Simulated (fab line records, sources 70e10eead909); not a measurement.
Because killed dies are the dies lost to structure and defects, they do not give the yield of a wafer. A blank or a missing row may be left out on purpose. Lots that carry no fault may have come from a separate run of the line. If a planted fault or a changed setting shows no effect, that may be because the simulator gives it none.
Matching of chambers || flow nand harc || 4 sister chambers for NHARC_A_STAIRCASE_DESCUM_11 on rie diel-12
The step chemistry O2, time 3 s. 22 wafers are shown with their chamber, then 11 later ones without.

## WAFERS PAIRED WITH THEIR CHAMBERS
{"wafer": "L076.1", "chamber": 2, "drypump motor current A (A)": 5.5, "showerhead plenum p Torr (Torr)": 1.92, "oes product au (a.u.)": 1.001}
{"wafer": "L076.2", "chamber": 0, "drypump motor current A (A)": 5.8, "showerhead plenum p Torr (Torr)": 1.91, "oes product au (a.u.)": 0.979}
{"wafer": "L076.3", "chamber": 1, "drypump motor current A (A)": 6.0, "showerhead plenum p Torr (Torr)": 1.99, "oes product au (a.u.)": 0.987}
{"wafer": "L076.4", "chamber": 3, "drypump motor current A (A)": 4.7, "showerhead plenum p Torr (Torr)": 1.86, "oes product au (a.u.)": 1.002}
{"wafer": "L076.5", "chamber": 2, "drypump motor current A (A)": 5.4, "showerhead plenum p Torr (Torr)": 1.92, "oes product au (a.u.)": 1.004}
{"wafer": "L076.6", "chamber": 3, "drypump motor current A (A)": 4.7, "showerhead plenum p Torr (Torr)": 1.86, "oes product au (a.u.)": 0.994}
{"wafer": "L078.1", "chamber": 1, "drypump motor current A (A)": 6.0, "showerhead plenum p Torr (Torr)": 1.99, "oes product au (a.u.)": 0.980}
{"wafer": "L078.2", "chamber": 0, "drypump motor current A (A)": 5.8, "showerhead plenum p Torr (Torr)": 1.91, "oes product au (a.u.)": 0.983}
{"wafer": "L078.5", "chamber": 3, "drypump motor current A (A)": 4.7, "showerhead plenum p Torr (Torr)": 1.86, "oes product au (a.u.)": 0.996}
{"wafer": "L080.1", "chamber": 2, "drypump motor current A (A)": 5.4, "showerhead plenum p Torr (Torr)": 1.91, "oes product au (a.u.)": 1.012}
{"wafer": "L080.4", "chamber": 3, "drypump motor current A (A)": 4.7, "showerhead plenum p Torr (Torr)": 1.86, "oes product au (a.u.)": 0.993}
{"wafer": "L080.6", "chamber": 3, "drypump motor current A (A)": 4.7, "showerhead plenum p Torr (Torr)": 1.86, "oes product au (a.u.)": 0.989}
{"wafer": "L081.1", "chamber": 3, "drypump motor current A (A)": 4.7, "showerhead plenum p Torr (Torr)": 1.86, "oes product au (a.u.)": 0.997}
{"wafer": "L081.2", "chamber": 0, "drypump motor current A (A)": 5.8, "showerhead plenum p Torr (Torr)": 1.91, "oes product au (a.u.)": 0.983}
{"wafer": "L081.5", "chamber": 3, "drypump motor current A (A)": 4.7, "showerhead plenum p Torr (Torr)": 1.86, "oes product au (a.u.)": 1.000}
{"wafer": "L085.1", "chamber": 0, "drypump motor current A (A)": 5.8, "showerhead plenum p Torr (Torr)": 1.91, "oes product au (a.u.)": 0.979}
{"wafer": "L085.5", "chamber": 0, "drypump motor current A (A)": 5.8, "showerhead plenum p Torr (Torr)": 1.91, "oes product au (a.u.)": 0.975}
{"wafer": "L085.6", "chamber": 1, "drypump motor current A (A)": 6.0, "showerhead plenum p Torr (Torr)": 1.99, "oes product au (a.u.)": 0.982}
{"wafer": "L086.1", "chamber": 2, "drypump motor current A (A)": 5.5, "showerhead plenum p Torr (Torr)": 1.91, "oes product au (a.u.)": 1.013}
{"wafer": "L086.2", "chamber": 0, "drypump motor current A (A)": 5.8, "showerhead plenum p Torr (Torr)": 1.90, "oes product au (a.u.)": 0.990}
{"wafer": "L086.4", "chamber": 1, "drypump motor current A (A)": 6.0, "showerhead plenum p Torr (Torr)": 1.98, "oes product au (a.u.)": 0.984}
{"wafer": "L088.2", "chamber": 1, "drypump motor current A (A)": 6.0, "showerhead plenum p Torr (Torr)": 1.98, "oes product au (a.u.)": 0.978}

SIGNATURES, as means of the wafers listed above
{"reading": "drypump motor current A", "chamber 0": 5.800, "chamber 1": 6.000, "chamber 2": 5.450, "chamber 3": 4.700, "scatter within a chamber": 0.0236}
{"reading": "showerhead plenum p Torr", "chamber 0": 1.9083, "chamber 1": 1.9860, "chamber 2": 1.9150, "chamber 3": 1.8600, "scatter within a chamber": 0.00411}
{"reading": "oes product au", "chamber 0": 0.98150, "chamber 1": 0.98220, "chamber 2": 1.00750, "chamber 3": 0.99586, "scatter within a chamber": 0.00471}
Rule: a wafer lies at a distance from a chamber equal to the root of the sum of squares, over the readings, of (its reading less the chamber's mean, divided by the reading's scatter). If the next closest chamber is less than 2 further off than the closest, the wafer can't be placed; otherwise it belongs to the closest. The scatter: the root of (the sum of the squares of (reading less its chamber's mean) over the shown wafers, divided by (wafers less chambers)).

## WAFERS WITH NO CHAMBER GIVEN
{"wafer": "L088.4", "drypump motor current A (A)": 4.7, "showerhead plenum p Torr (Torr)": 1.85, "oes product au (a.u.)": 0.999}
{"wafer": "L088.6", "drypump motor current A (A)": 4.7, "showerhead plenum p Torr (Torr)": 1.85, "oes product au (a.u.)": 0.990}
{"wafer": "L091.1", "drypump motor current A (A)": 5.8, "showerhead plenum p Torr (Torr)": 1.90, "oes product au (a.u.)": 0.984}
{"wafer": "L091.3", "drypump motor current A (A)": 4.7, "showerhead plenum p Torr (Torr)": 1.85, "oes product au (a.u.)": 1.003}
{"wafer": "L091.6", "drypump motor current A (A)": 5.5, "showerhead plenum p Torr (Torr)": 1.90, "oes product au (a.u.)": 1.015}
{"wafer": "L094.3", "drypump motor current A (A)": 4.7, "showerhead plenum p Torr (Torr)": 1.85, "oes product au (a.u.)": 0.982}
{"wafer": "L094.4", "drypump motor current A (A)": 5.4, "showerhead plenum p Torr (Torr)": 1.90, "oes product au (a.u.)": 1.003}
{"wafer": "L094.6", "drypump motor current A (A)": 5.4, "showerhead plenum p Torr (Torr)": 1.90, "oes product au (a.u.)": 1.004}
{"wafer": "L097.1", "drypump motor current A (A)": 4.7, "showerhead plenum p Torr (Torr)": 1.85, "oes product au (a.u.)": 0.994}
{"wafer": "L097.2", "drypump motor current A (A)": 5.4, "showerhead plenum p Torr (Torr)": 1.90, "oes product au (a.u.)": 1.010}
{"wafer": "L097.6", "drypump motor current A (A)": 5.8, "showerhead plenum p Torr (Torr)": 1.90, "oes product au (a.u.)": 0.994}

## EACH ONE'S CHAMBER
{"wafer": "L088.4", "from the rows above": 3, "in truth": 3}
{"wafer": "L088.6", "from the rows above": 3, "in truth": 3}
{"wafer": "L091.1", "from the rows above": 0, "in truth": 0}
{"wafer": "L091.3", "from the rows above": 3, "in truth": 3}
{"wafer": "L091.6", "from the rows above": 2, "in truth": 2}
{"wafer": "L094.3", "from the rows above": 3, "in truth": 3}
{"wafer": "L094.4", "from the rows above": 2, "in truth": 2}
{"wafer": "L094.6", "from the rows above": 2, "in truth": 2}
{"wafer": "L097.1", "from the rows above": 3, "in truth": 3}
{"wafer": "L097.2", "from the rows above": 2, "in truth": 2}
{"wafer": "L097.6", "from the rows above": 0, "in truth": 0}
Correct placement for 11 of the 11. Left unplaced by these rows: 0. 0 placed wrongly.
